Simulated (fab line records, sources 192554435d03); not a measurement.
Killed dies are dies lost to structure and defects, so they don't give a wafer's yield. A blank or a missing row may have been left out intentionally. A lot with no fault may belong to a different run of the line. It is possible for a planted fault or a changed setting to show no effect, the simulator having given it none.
Matching of chambers || flow n5_finfet || 4 sister chambers for N5_HKMG_FIN_ALD_71 on ald_metal-03
The step deposits TiN, target thk 1 nm, pulse time 1 s, purge time 3 s. 4 wafers are shown with their chamber, then 11 later ones without.

WAFERS WITH THEIR CHAMBER
{"wafer": "L084.4", "chamber": 0, "heater_power_w (W)": 806}
{"wafer": "L085.1", "chamber": 1, "heater_power_w (W)": 798}
{"wafer": "L086.2", "chamber": 2, "heater_power_w (W)": 863}
{"wafer": "L089.3", "chamber": 3, "heater_power_w (W)": 855}

WAFERS WITHOUT THEIR CHAMBER
{"wafer": "L089.4", "heater_power_w (W)": 779}
{"wafer": "L089.5", "heater_power_w (W)": 789}
{"wafer": "L090.2", "heater_power_w (W)": 783}
{"wafer": "L090.5", "heater_power_w (W)": 837}
{"wafer": "L090.6", "heater_power_w (W)": 852}
{"wafer": "L093.1", "heater_power_w (W)": 800}
{"wafer": "L093.2", "heater_power_w (W)": 829}
{"wafer": "L093.3", "heater_power_w (W)": 817}
{"wafer": "L093.4", "heater_power_w (W)": 875}
{"wafer": "L093.5", "heater_power_w (W)": 845}
{"wafer": "L093.6", "heater_power_w (W)": 831}

EACH ONE'S CHAMBER
{"wafer": "L089.4", "from the rows above": "can't be placed: 1 or 0", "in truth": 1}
{"wafer": "L089.5", "from the rows above": "can't be placed: 1 or 0", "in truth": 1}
{"wafer": "L090.2", "from the rows above": "can't be placed: 1 or 0", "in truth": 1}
{"wafer": "L090.5", "from the rows above": "can't be placed: 3 or 2 or 0 or 1", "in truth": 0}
{"wafer": "L090.6", "from the rows above": "can't be placed: 3 or 2", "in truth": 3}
{"wafer": "L093.1", "from the rows above": "can't be placed: 1 or 0", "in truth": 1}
{"wafer": "L093.2", "from the rows above": "can't be placed: 0 or 3 or 1 or 2", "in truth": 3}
{"wafer": "L093.3", "from the rows above": "can't be placed: 0 or 1 or 3", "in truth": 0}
{"wafer": "L093.4", "from the rows above": "can't be placed: 2 or 3", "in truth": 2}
{"wafer": "L093.5", "from the rows above": "can't be placed: 3 or 2 or 0", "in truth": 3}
{"wafer": "L093.6", "from the rows above": "can't be placed: 3 or 0 or 2 or 1", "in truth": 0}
Correctly placed: 0 of 11. Unplaceable from these rows: 11, with the true chamber sitting among the candidates in 11. Wrongly placed: 0.
How it was worked out, from the rows above alone: a wafer's distance from a chamber is the root of the sum, over the readings, of the square of ((its reading less the chamber's mean) divided by the reading's scatter). The wafer belongs to the nearest chamber; if the next one is less than 2 further off, it can't be placed. Each chamber's mean is taken over the wafers shown for it. The scatter (one wafer shown for each chamber): square how far every hidden wafer sits from the nearest shown wafer, average those squares and take the square root.
